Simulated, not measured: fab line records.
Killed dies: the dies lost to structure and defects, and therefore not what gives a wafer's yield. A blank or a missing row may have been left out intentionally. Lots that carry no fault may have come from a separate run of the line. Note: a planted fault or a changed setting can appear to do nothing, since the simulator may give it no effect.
Which of the tools did it? | flow nandHarc | Sampling: 6 lots, 17 wafers, 2 of 1159 route steps

WHAT THE GAUGES SHOWED, per wafer
NHARC_A_CONTACT_OVL_MEAS_70.
lot  | measured     | on         | overlayXNm (nm)
L491 | day 16 17:28 | overlay-01 | -0.5 -0.7 -0.2
L490 | day 17 01:25 | overlay-02 | -0.2 -0.2 0.2
L495 | day 18 06:12 | overlay-01 | -1.1 -0.5 -0.2
L499 | day 19 15:29 | overlay-01 | -0.8 -0.9 -0.8
L504 | day 21 00:47 | overlay-01 | 0.0 -0.3
L509 | day 22 06:35 | overlay-02 | -1.0 -1.1 -0.9

WHICH TOOL RAN EACH LOT (tool, then ch and the chambers of the sampled wafers, then the start)
lot  | NHARC_A_CONTACT_ETCH_121
L491 | harCapEtch-03 ch 1, day 16 12:58
L490 | harCapEtch-02 ch 0,1, day 16 20:45
L495 | harCapEtch-01 ch 0,1, day 18 00:51
L499 | harCapEtch-01 ch 0,1, day 19 10:59
L504 | harCapEtch-02 ch 0,1, day 20 20:08
L509 | harCapEtch-03 ch 0,1, day 22 00:44
- NHARC_A_CONTACT_ETCH_121: etches the open film in C4F8/O2/Ar, time 94 s, target depth 922 nm.

THE ANSWER, worked out from the rows above alone
Rule: the usual values come from the lots themselves. Put in order of their means at a reading, lots are off if they are a third of the lots or fewer, leave a main group of 4 or more, and stand apart from it by a gap of 3 or more times the standard deviation of the main group's means; of several such gaps the widest counts. A main group whose means are all the same, to the digits that the tables above print for the reading, isn't used. Also off: a lot with no number at a reading for which 4 or more lots have one. Where the step has rows for the other lots, those lots are counted as sound.
None of the lots is off at any reading shown; this tells nothing.

WHAT HAD BEEN PUT IN BY THE SIMULATOR
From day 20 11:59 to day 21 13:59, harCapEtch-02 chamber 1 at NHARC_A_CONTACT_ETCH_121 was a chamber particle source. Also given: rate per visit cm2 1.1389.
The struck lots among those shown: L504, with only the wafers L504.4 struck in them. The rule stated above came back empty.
